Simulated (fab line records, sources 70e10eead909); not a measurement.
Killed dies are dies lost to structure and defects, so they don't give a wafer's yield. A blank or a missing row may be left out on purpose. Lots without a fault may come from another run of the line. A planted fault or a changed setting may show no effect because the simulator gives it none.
fab line records | flow nand_harc
record lots=6 wafers=18 last_day=26
route steps=1159 shown A_M0@1004 END@1159
lots that met no fault: from a run of the same line without faults
start_h: hours from the record's first day to the start of the lot's first wafer shown | wait_h: hours since the lot's step before | " the same as in the row above | L1.1+2: a row that stands for several wafers | - no value, or no start given | * or withheld: withheld | < > ~ a bound
route shown NAME@n: a module of which the file shows steps, and the number in the route of the first | usual: mean/standard deviation of fault-free wafers | same: alike in all rows | chamber/n: place in a boat | sites: the reading at each site | _std_site: their standard deviation | _edge_site: outer sites' mean less inner sites' | radius_mm: how far each site lies from the wafer's centre | mask NAME#n: copy n | behind: the tool/chamber that last shaped the wafer | hold: why the lot was held/for how many hours/how that ended | device: the transistor (n, p or np) that didn't switch | end of line: the same wafers' tests at the end of the route | a step without rows: its recipe alone | killed: dies lost to structure and defects at the first sort, not the wafer's yield | map: a wafer's dies, x killed, . not, _ none there
set.NAME: the setting as run; set.NAME@STEP: as run at that earlier step | model.NAME: the simulator's own value behind a step, which no gauge read
lots at some steps of the route; a table a step, a row a wafer
services: from which hour (start_h, from the record's first day; less than 0 if before it) a tool's chamber was out of use, for how many hours, and why
## steps
# step NHARC_A_M0_CD_MEAS_09
# recipe target_cd_nm=80 landing_energy_ev=500
# usual cd_nm=79.7/0.72
# same landing_energy_ev=500
# columns lot.wafer tool chamber start_h wait_h cd_nm
L564.1 cd_sem-02 0 548.93 - 79.7
L564.2 " 0 " " 79.0
L564.3 " 0 " " 79.0
L569.1 cd_sem-03 0 549.81 - 80.1
L569.3 " 0 " " 78.8
L569.6 " 0 " " 79.7
L572.3 cd_sem-02 0 555.43 - 80.9
L572.4 " 0 " " 79.8
L572.5 " 0 " " 80.3
L570.3 cd_sem-03 0 579.34 - 79.2
L570.4 " 0 " " 80.1
L570.5 " 0 " " 79.7
L574.1 cd_sem-02 0 580.30 - 80.8
L574.3 " 0 " " 80.5
L574.6 " 0 " " 79.7
L578.3 cd_sem-01 0 581.04 - 80.8
L578.4 " 0 " " 80.0
L578.5 " 0 " " 80.2
# step NHARC_A_M0_OVL_MEAS_10
# recipe pitch_nm=160
# usual overlay_x_nm=-0.1/0.7 overlay_y_nm=0.2/0.68
# columns lot.wafer tool chamber start_h wait_h overlay_x_nm overlay_y_nm
L564.1 overlay-01 - 549.03 - 0.3 1.0
L564.2 " - " " 0.5 1.4
L564.3 " - " " -0.1 1.0
L569.1 overlay-01 - 549.90 - 1.2 -0.6
L569.3 " - " " 0.5 -0.5
L569.6 " - " " 0.6 -0.7
L572.3 overlay-02 - 555.51 - -0.6 0.6
L572.4 " - " " -0.8 -0.2
L572.5 " - " " -0.7 -0.8
L570.3 overlay-02 - 579.43 - 0.1 -0.6
L570.4 " - " " 0.0 -0.7
L570.5 " - " " 0.0 -0.7
L574.1 overlay-02 - 580.39 - 0.1 -1.1
L574.3 " - " " 0.0 -0.8
L574.6 " - " " 0.3 -1.0
L578.3 overlay-01 - 581.12 - -1.1 0.1
L578.4 " - " " -1.5 0.2
L578.5 " - " " -1.0 0.1
# step NHARC_A_M0_INSPECT_11
# usual raw_defect_count=31/14
# columns lot.wafer tool chamber start_h wait_h raw_defect_count
L564.1 defect_inspect-01 - 549.07 0.0 14
L564.2 " - " " 18
L564.3 " - " " 15
L569.1 defect_inspect-02 - 549.94 0.0 34
L569.3 " - " " 32
L569.6 " - " " 33
L572.3 defect_inspect-01 - 555.55 0.0 38
L572.4 " - " " 44
L572.5 " - " " 49
L570.3 defect_inspect-02 - 579.47 0.0 23
L570.4 " - " " 17
L570.5 " - " " 20
L574.1 defect_inspect-02 - 580.43 0.0 33
L574.3 " - " " 31
L574.6 " - " " 38
L578.3 defect_inspect-02 - 581.16 0.0 40
L578.4 " - " " 42
L578.5 " - " " 38
# step NHARC_A_M0_DESCUM_14
# recipe time_s=3 o2_flow_sccm=200 ar_flow_sccm=0 bias_power_w=0 chemistry=O2
# usual drypump_motor_current_A=5.6/0.56 oes_product_au=0.999/0.011 rf_vpp_V=57.9/0.85 showerhead_plenum_p_Torr=1.92/0.074 throttle_valve_pct=11.310/0.0094
# columns lot.wafer tool chamber start_h wait_h drypump_motor_current_A oes_product_au rf_hours_counter_h rf_vpp_V showerhead_plenum_p_Torr throttle_valve_pct
L564.2 rie_diel-03 0 549.13 0.1 4.7 0.995 9 59.0 2.03 11.321
L564.3 " 2 " " 6.8 0.995 10 57.3 2.02 11.312
L564.1 " 3 " " 5.0 1.005 9 56.7 1.81 11.311
L569.3 rie_diel-09 0 550.02 0.1 6.2 1.017 7 58.7 1.86 11.293
L569.1 " 1 " " 6.3 0.990 9 58.3 2.02 11.319
L569.6 " 3 " " 5.0 1.011 - 57.2 1.87 11.302
L572.4 rie_diel-03 0 555.62 0.1 4.7 1.005 10 57.6 2.03 11.315
L572.3 " 2 " " 6.8 0.988 11 57.3 2.02 11.322
L572.5 " 3 " " 5.1 0.999 - 56.5 1.81 11.311
L570.3 rie_diel-03 1 579.52 0.1 6.1 1.003 0 57.8 1.83 11.302
L570.5 " 1 " " 6.1 1.000 - 58.6 1.83 11.319
L570.4 " 0 " " 4.7 1.008 - 58.1 2.03 11.307
L574.1 rie_diel-09 2 580.49 0.1 5.3 0.983 11 58.2 1.94 11.314
L574.3 " 3 " " 5.0 1.011 11 57.4 1.87 11.318
L574.6 " 3 " " 5.0 1.015 - 57.6 1.87 11.312
L578.3 rie_diel-09 1 581.24 0.1 6.3 0.990 11 58.5 2.02 11.284
L578.5 " 2 " " 5.3 0.975 - 59.3 1.94 11.307
L578.4 " 1 " " 6.3 0.985 - 59.0 2.02 11.299
# step NHARC_A_M0_ETCH_34
# recipe target_depth_a=400 overetch_a=120 time_s=43.94 ion_energy_ev=200 n2_flow_sccm=150 h2_flow_sccm=150 ar_flow_sccm=0 rf_w=400 bias_w=150 chemistry=N2/H2
# usual drypump_motor_current_A=5.6/0.57 oes_product_au=1.000/0.0097 rf_vpp_V=430.6/2.4 showerhead_plenum_p_Torr=2.04/0.083 throttle_valve_pct=14.172/0.0085
# columns lot.wafer tool chamber start_h wait_h drypump_motor_current_A oes_product_au rf_hours_counter_h rf_vpp_V showerhead_plenum_p_Torr throttle_valve_pct
L564.1 rie_diel-03 0 549.22 0.1 4.7 0.998 9 434.5 2.17 14.168
L564.3 " 2 " " 6.8 0.992 10 432.8 2.16 14.183
L564.2 " 3 " " 5.0 1.012 9 427.1 1.93 14.174
L569.3 rie_diel-09 0 550.09 0.1 6.2 1.004 7 429.4 1.98 14.165
L569.1 " 2 " " 5.3 0.977 9 431.5 2.07 14.181
L569.6 " 0 " " 6.2 1.000 - 429.5 1.98 14.175
L572.4 rie_diel-03 2 555.70 0.1 6.8 1.000 11 433.3 2.15 14.158
L572.3 " 0 " " 4.7 1.006 10 432.4 2.17 14.173
L572.5 " 2 " " 6.8 1.002 - 433.0 2.15 14.180
L570.3 rie_diel-03 1 579.64 0.1 6.1 0.993 0 428.5 1.95 14.171
L570.5 " 3 " " 5.0 0.998 - 426.8 1.93 14.168
L570.4 " 1 " " 6.2 0.998 - 428.4 1.95 14.160
L574.1 rie_diel-09 2 580.77 0.3 5.3 0.982 11 431.6 2.07 14.167
L574.3 " 3 " " 5.0 1.011 11 430.1 1.99 14.158
L574.6 " 2 " " 5.3 0.985 - 431.9 2.07 14.156
L578.3 rie_diel-09 3 581.35 0.1 5.1 1.011 11 428.8 1.99 14.177
L578.4 " 2 " " 5.3 0.995 - 430.3 2.07 14.173
L578.5 " 1 " " 6.3 0.995 - 434.5 2.16 14.180
# step NHARC_A_M0_ETCH_15
# recipe target_depth_a=1500 overetch_a=150 time_s=82.5 c4f8_flow_sccm=withheld ar_flow_sccm=400 rf_w=600 bias_w=300 chemistry=C4F8/Ar
# step NHARC_A_M0_CD_MEAS_16
# usual cd_nm=79.7/1
# columns lot.wafer tool chamber start_h wait_h cd_nm
L564.1 cd_sem-03 - 549.43 - 79.6
L564.2 " - " " 78.7
L564.3 " - " " 78.2
L569.1 cd_sem-02 - 550.30 - 79.3
L569.3 " - " " 77.8
L569.6 " - " " 79.1
L572.3 cd_sem-02 - 555.92 - 80.5
L572.4 " - " " 79.6
L572.5 " - " " 79.4
L570.3 cd_sem-03 - 579.87 - 79.9
L570.4 " - " " 80.2
L570.5 " - " " 80.4
L574.1 cd_sem-03 - 581.01 - 80.1
L574.3 " - " " 81.1
L574.6 " - " " 79.6
L578.3 cd_sem-01 - 581.59 - 80.5
L578.4 " - " " 79.8
L578.5 " - " " 79.9
# step NHARC_A_M0_STRIP_18
# recipe power_w=1000 n2_flow_sccm=150 h2_flow_sccm=150 ar_flow_sccm=0 bias_w=0 chemistry=N2/H2
# usual drypump_motor_current_A=5.6/0.62 oes_product_au=0.997/0.0097 power_w=999.8/2.8 rf_vpp_V=90.8/0.95 showerhead_plenum_p_Torr=2.06/0.089 throttle_valve_pct=14.170/0.01
# columns lot.wafer tool chamber start_h wait_h drypump_motor_current_A oes_product_au power_w rf_hours_counter_h rf_vpp_V showerhead_plenum_p_Torr throttle_valve_pct
L564.3 rie_diel-08 0 549.50 0.1 5.5 1.000 1000.3 4 90.2 2.07 14.182
L564.1 " 2 " " 5.8 0.998 999.6 5 90.1 1.97 14.168
L564.2 " 3 " " 5.9 1.005 1001.8 4 91.1 1.99 14.184
L569.3 rie_diel-08 0 550.37 0.1 5.5 1.004 998.4 4 91.1 2.07 14.171
L569.1 " 3 " " 5.8 1.015 999.3 4 91.8 1.99 14.182
L569.6 " 0 " " 5.5 1.002 995.6 - 90.7 2.07 14.178
L572.4 rie_diel-09 3 555.99 0.1 5.0 1.003 1002.5 9 91.6 1.99 14.163
L572.3 " 1 " " 6.3 0.986 1000.5 10 91.6 2.16 14.166
L572.5 " 3 " " 5.0 1.009 996.7 - 90.0 1.99 14.198
L570.3 rie_diel-08 2 579.94 0.1 5.9 0.998 1006.9 8 90.1 1.97 14.162
L570.4 " 0 " " 5.5 1.001 1000.7 9 92.3 2.07 14.152
L570.5 " 2 " " 5.9 0.987 1003.0 - 89.1 1.97 14.178
L574.3 rie_diel-08 2 581.08 0.1 5.9 0.997 997.2 8 90.1 1.97 14.156
L574.1 " 1 " " 5.3 0.990 999.9 8 92.1 2.15 14.160
L574.6 " 2 " " 5.9 0.994 1002.5 - 90.3 1.97 14.161
L578.3 rie_diel-09 2 581.70 0.1 5.3 0.984 1000.6 12 92.0 2.07 14.180
L578.5 " 1 " " 6.3 0.988 998.4 - 91.7 2.16 14.160
L578.4 " 2 " " 5.3 0.985 998.2 - 91.3 2.07 14.162
# step NHARC_A_M0_STRIP_19
# recipe time_s=600 temp_c=30 chemistry=post_etch_residue_remover
# step NHARC_A_M0_DEGAS_28
# recipe temp_c=250 time_s=60
# usual heater_power_w=344/36
# columns lot.wafer tool chamber start_h wait_h heater_power_w
L564.2 pvd_sputter-02 - 550.07 - 354
L564.3 " - " " 419
L564.1 " - " " 334
L569.3 pvd_sputter-01 - 550.94 - 399
L569.1 " - " " 341
L569.6 " - " " 330
L572.3 pvd_sputter-01 - 556.53 - 379
L572.4 " - " " 331
L572.5 " - " " 325
L570.4 pvd_sputter-01 - 580.48 - 325
L570.3 " - " " 378
L570.5 " - " " 335
L574.3 pvd_sputter-02 - 581.64 - 407
L574.1 " - " " 337
L574.6 " - " " 325
L578.3 pvd_sputter-02 - 582.27 - 330
L578.4 " - " " 337
L578.5 " - " " 430
# step NHARC_A_M0_PRE_CLEAN_29
# recipe time_s=30 temp_c=280 gas=H2/He
# usual heater_power_w=422/44
# columns lot.wafer tool chamber start_h wait_h heater_power_w
L564.1 pvd_sputter-02 - - - 507
L564.3 " - " " 403
L564.2 " - " " 424
L569.1 pvd_sputter-01 - - - 412
L569.3 " - " " 497
L569.6 " - " " 469
L572.4 pvd_sputter-01 - - - 484
L572.3 " - " " 479
L572.5 " - " " 409
L570.3 pvd_sputter-01 - - - 478
L570.4 " - " " 429
L570.5 " - " " 457
L574.3 pvd_sputter-02 - - - 409
L574.1 " - " " 424
L574.6 " - " " 421
L578.4 pvd_sputter-02 - - - 422
L578.3 " - " " 523
L578.5 " - " " 422
# step NHARC_A_M0_PVD_20
# recipe target_thk_a=50 bias_v=168.6 power_w=15000 chamber_pressure_pa=0.12 time_s=8.06 substrate_temp_c=50 material=TaN
# step NHARC_A_M0_PVD_21
# recipe target_thk_a=300 chamber_pressure_pa=5 power_w=5000 substrate_temp_c=30 time_s=20.49 material=Cu
# usual cathode_dc_power_W=5000.0/0.93 throttle_valve_pct=29.9/0.83
# columns lot.wafer tool chamber start_h wait_h cathode_dc_power_W throttle_valve_pct
L564.3 pvd_sputter-02 - 550.30 - 5001.2 30.4
L564.1 " - " " 5001.0 29.3
L564.2 " - " " 5000.2 28.7
L569.3 pvd_sputter-01 - 551.17 - 5000.4 29.6
L569.1 " - " " 4999.6 30.9
L569.6 " - " " 5000.1 30.9
L572.3 pvd_sputter-01 - 556.75 - 5180.8 30.7
L572.4 " - " " 5001.0 29.5
L572.5 " - " " 5001.2 30.8
L570.4 pvd_sputter-01 - 580.72 - 5182.3 30.5
L570.3 " - " " 5000.2 31.2
L570.5 " - " " 5001.3 30.6
L574.3 pvd_sputter-02 - 581.85 - 5000.1 29.7
L574.1 " - " " 4999.6 28.6
L574.6 " - " " 4999.6 29.6
L578.3 pvd_sputter-02 - 582.55 - 4999.7 28.7
L578.4 " - " " 4999.7 29.9
L578.5 " - " " 5001.4 29.2
# step NHARC_A_M0_ECD_22
# recipe target_thk_a=4000 bath_temp_c=25 material=Cu
# step NHARC_END_SORT_01
# recipe temp_c=25
# usual defect_limited_yield=95.1/1.7 killed_at_array=29/11 killed_at_other=0.5/0.85 killed_at_periphery=3.0/2.3 killed_dies=33/12 killed_open=3.3/1.9 killed_short=2.0/1.5 sort_bin_2_pct=1.5/0.66 sort_bin_3_pct=0.25/0.21 sort_bin_4_pct=3.1/1.2 sort_n_pass=644/12 sort_rim_yield_pct=96.7/2 sort_yield_pct=95.1/1.7
# same gross_dies=677 sort_bin_5_pct[%]=0 sort_bin_6_pct[%]=0 sort_bin_7_pct[%]=0 sort_bin_8_pct[%]=0 sort_rim_n_gross=106.00
# columns lot.wafer tool chamber start_h wait_h defect_limited_yield[%] killed_at_array killed_at_other killed_at_periphery killed_dies killed_open killed_short sort_bin_2_pct[%] sort_bin_3_pct[%] sort_bin_4_pct[%] sort_n_pass sort_rim_yield_pct[%] sort_yield_pct[%]
L564.1 prober-02 0 599.70 2.5 96.0 22 1 4 27 8 6 0.9 0.15 3.0 650 95.3 96.0
L564.2 prober-02 0 600.51 2.8 96.2 20 0 6 26 4 2 1.3 0 2.5 651 97.2 96.2
L564.3 prober-02 0 601.32 3.1 96.8 14 0 8 22 4 2 0.9 0.15 2.2 655 98.1 96.8
L572.3 prober-02 0 616.90 3.1 94.5 36 0 1 37 2 1 1.6 0.44 3.4 640 99.1 94.5
L572.4 prober-02 0 617.70 3.4 93.6 39 1 3 43 2 0 1.9 0.15 4.3 634 95.3 93.6
L572.5 prober-02 0 618.50 3.7 92.5 47 1 3 51 6 1 2.7 0.30 4.6 626 94.3 92.5
L570.3 prober-02 0 624.72 3.1 96.3 25 0 0 25 0 2 1.0 0.30 2.4 652 95.3 96.3
L570.4 prober-02 0 625.53 3.4 96.6 21 0 2 23 6 2 1.3 0.15 1.9 654 96.2 96.6
L570.5 prober-02 0 626.34 3.7 97.2 19 0 0 19 1 0 1.5 0.15 1.2 658 99.1 97.2
L574.1 prober-01 0 626.51 2.5 94.5 31 0 6 37 2 3 1.3 0.30 3.8 640 98.1 94.5
L574.3 prober-01 0 628.13 3.1 95.6 21 0 9 30 6 1 1.5 0.15 2.8 647 99.1 95.6
L574.6 prober-01 0 630.56 4.1 94.1 34 0 6 40 4 1 1.8 0.44 3.7 637 94.3 94.1
L578.3 prober-02 0 632.52 3.1 94.2 33 1 5 39 4 1 1.5 0 4.3 638 95.3 94.2
L578.4 prober-02 0 633.31 3.4 93.6 39 1 3 43 3 1 2.4 0.15 3.8 634 95.3 93.6
L578.5 prober-02 0 634.11 3.7 94.7 33 0 3 36 2 2 1.6 0.15 3.5 641 92.5 94.7
# killed by level:class
L564.1 A_CONTACT:chamber_film_flake=5 A_SGD_CUT:chamber_film_flake=4 A_CHANNEL_FILL_D1:geometric_particle:open=3 A_CHANNEL_FILL_D1:geometric_particle:short=2 A_CONTACT:geometric_particle:short=2 A_M0:geometric_particle:open=2 P_M1:chamber_film_flake=2 P_ZERO_WELL:geometric_particle:short=1
L564.2 A_CHANNEL_HOLE_D1:chamber_film_flake=7 A_CONTACT:chamber_film_flake=4 A_CONTACT:geometric_particle:open=3 P_ZERO_WELL:chamber_film_flake=2 P_M1:chamber_film_flake=2 P_BONDPAD:chamber_film_flake=2 A_CHANNEL_FILL_D1:chamber_film_flake=2 A_WL_FILL:geometric_particle:short=1
L564.3 A_CHANNEL_HOLE_D1:chamber_film_flake=5 A_STAIRCASE:chamber_film_flake=3 P_ZERO_WELL:chamber_film_flake=2 P_BONDPAD:chamber_film_flake=2 A_CONTACT:chamber_film_flake=2 P_CONTACT:geometric_particle:open=1 P_M0:geometric_particle:short=1 P_M0:geometric_particle:open=1
L572.3 A_SLIT:chamber_film_flake=19 A_CHANNEL_HOLE_D1:chamber_film_flake=11 A_CONTACT:geometric_particle:open=2 A_STAIRCASE:chamber_film_flake=2 A_CHANNEL_FILL_D1:geometric_particle:short=1 P_ZERO_WELL:chamber_film_flake=1 A_WL_FILL:chamber_film_flake=1
L572.4 A_CHANNEL_HOLE_D1:chamber_film_flake=17 A_SLIT:chamber_film_flake=10 A_CONTACT:chamber_film_flake=8 P_STI:chamber_film_flake=2 A_CHANNEL_FILL_D1:chamber_film_flake=2 P_M0:geometric_particle:open=1 A_M0:geometric_particle:open=1 A_WL_FILL:chamber_film_flake=1
L572.5 A_CHANNEL_HOLE_D1:chamber_film_flake=18 A_SLIT:chamber_film_flake=18 P_STI:chamber_film_flake=3 A_STAIRCASE:chamber_film_flake=2 A_CHANNEL_FILL_D1:geometric_particle:open=1 A_SGD_CUT:geometric_particle:short=1 A_SGD_CUT:geometric_particle:open=1 A_WL_FILL:geometric_particle:open=1
L570.3 A_STAIRCASE:chamber_film_flake=9 A_CHANNEL_HOLE_D1:chamber_film_flake=6 A_CONTACT:chamber_film_flake=6 A_CHANNEL_HOLE_D1:geometric_particle:short=1 A_SGD_CUT:geometric_particle:short=1 A_ZERO_WELL:chamber_film_flake=1 A_M0:chamber_film_flake=1
L570.4 A_STAIRCASE:chamber_film_flake=7 A_CHANNEL_HOLE_D1:chamber_film_flake=3 A_ONON_D1:geometric_particle:open=2 A_CONTACT:chamber_film_flake=2 A_M0:chamber_film_flake=2 P_STI:geometric_particle:short=1 P_CONTACT:geometric_particle:open=1 A_ONON_D1:geometric_particle:short=1
L570.5 A_CONTACT:chamber_film_flake=6 A_CHANNEL_HOLE_D1:chamber_film_flake=5 A_STAIRCASE:chamber_film_flake=4 A_M0:chamber_film_flake=2 A_SGD_CUT:geometric_particle:open=1 A_SLIT:chamber_film_flake=1
L574.1 A_CHANNEL_HOLE_D1:chamber_film_flake=19 A_CONTACT:chamber_film_flake=6 P_CONTACT:chamber_film_flake=2 A_STAIRCASE:chamber_film_flake=2 P_STI:geometric_particle:short=1 P_GATE:geometric_particle:short=1 A_ONON_D1:geometric_particle:short=1 A_WL_FILL:geometric_particle:open=1
L574.3 A_CHANNEL_HOLE_D1:chamber_film_flake=15 P_M0:geometric_particle:open=3 A_STAIRCASE:chamber_film_flake=3 P_CONTACT:chamber_film_flake=2 A_CONTACT:chamber_film_flake=2 P_GATE:geometric_particle:open=1 P_CONTACT:geometric_particle:open=1 P_M1:geometric_particle:short=1
L574.6 A_CHANNEL_HOLE_D1:chamber_film_flake=17 A_CONTACT:chamber_film_flake=7 A_STAIRCASE:chamber_film_flake=3 P_GATE:chamber_film_flake=2 P_CONTACT:chamber_film_flake=2 A_ZERO_WELL:chamber_film_flake=2 P_CONTACT:geometric_particle:open=1 A_CHANNEL_FILL_D1:geometric_particle:short=1
L578.3 A_CHANNEL_HOLE_D1:chamber_film_flake=15 A_CONTACT:chamber_film_flake=7 A_STAIRCASE:chamber_film_flake=6 P_GATE:geometric_particle:open=2 P_M0:chamber_film_flake=2 A_WL_FILL:chamber_film_flake=2 P_CONTACT:geometric_particle:open=1 A_CHANNEL_FILL_D1:geometric_particle:open=1
L578.4 A_CHANNEL_HOLE_D1:chamber_film_flake=27 A_STAIRCASE:chamber_film_flake=5 A_CONTACT:chamber_film_flake=3 P_M0:geometric_particle:open=1 A_WL_FILL:geometric_particle:short=1 A_M0:geometric_particle:open=1 STARTING-WAFER:geometric_particle:open=1 P_ZERO_WELL:chamber_film_flake=1
L578.5 A_CHANNEL_HOLE_D1:chamber_film_flake=20 A_STAIRCASE:chamber_film_flake=5 A_WL_FILL:chamber_film_flake=2 A_CONTACT:chamber_film_flake=2 P_CONTACT:geometric_particle:open=1 P_M0:geometric_particle:open=1 A_CHANNEL_HOLE_D1:geometric_particle:short=1 A_CHANNEL_FILL_D1:geometric_particle:short=1
## services
# columns tool chamber start_h hours kind
rie_diel-08 0 536.88 - clean
rie_diel-08 1 536.88 - clean
rie_diel-09 0 538.10 - clean
rie_diel-09 1 538.10 - clean
rie_diel-09 2 538.10 - clean
rie_diel-09 3 538.10 - clean
rie_diel-03 0 548.30 - clean
rie_diel-03 1 548.30 - clean
rie_diel-03 2 548.30 - clean
rie_diel-03 3 548.30 - clean
rie_diel-09 0 562.60 - clean
rie_diel-09 1 562.60 - clean
rie_diel-09 2 562.60 - clean
rie_diel-09 3 562.60 - clean
rie_diel-09 0 568.67 15.3 repair
rie_diel-03 - 569.30 9.0 pm
rie_diel-03 0 569.30 9.0 vent_cycle
rie_diel-03 1 569.30 9.0 vent_cycle
rie_diel-03 2 569.30 15.4 vent_cycle
rie_diel-03 3 569.30 9.0 vent_cycle
pvd_sputter-02 - 570.07 10.0 pm
rie_diel-03 0 578.30 - clean
rie_diel-03 1 578.30 - clean
rie_diel-03 3 578.30 - clean
## key
first_sign step=NHARC_A_M0_PVD_21 reading=cathode_dc_power_W direction=up sigmas=99+ usual=* struck=*
effect none on later readings
met_at NHARC_A_M0_PVD_21
struck_wafers L570.4,L572.3
onset_between 551.17 556.75
fault kind=process_parameter_drift tool=pvd_sputter-01 chamber=- onset_h=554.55 steps=NHARC_A_M0_PVD_21 channel=power_w offset=* shape=step end_h=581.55 acts_in=* stated=* scope=struck_wafers_only
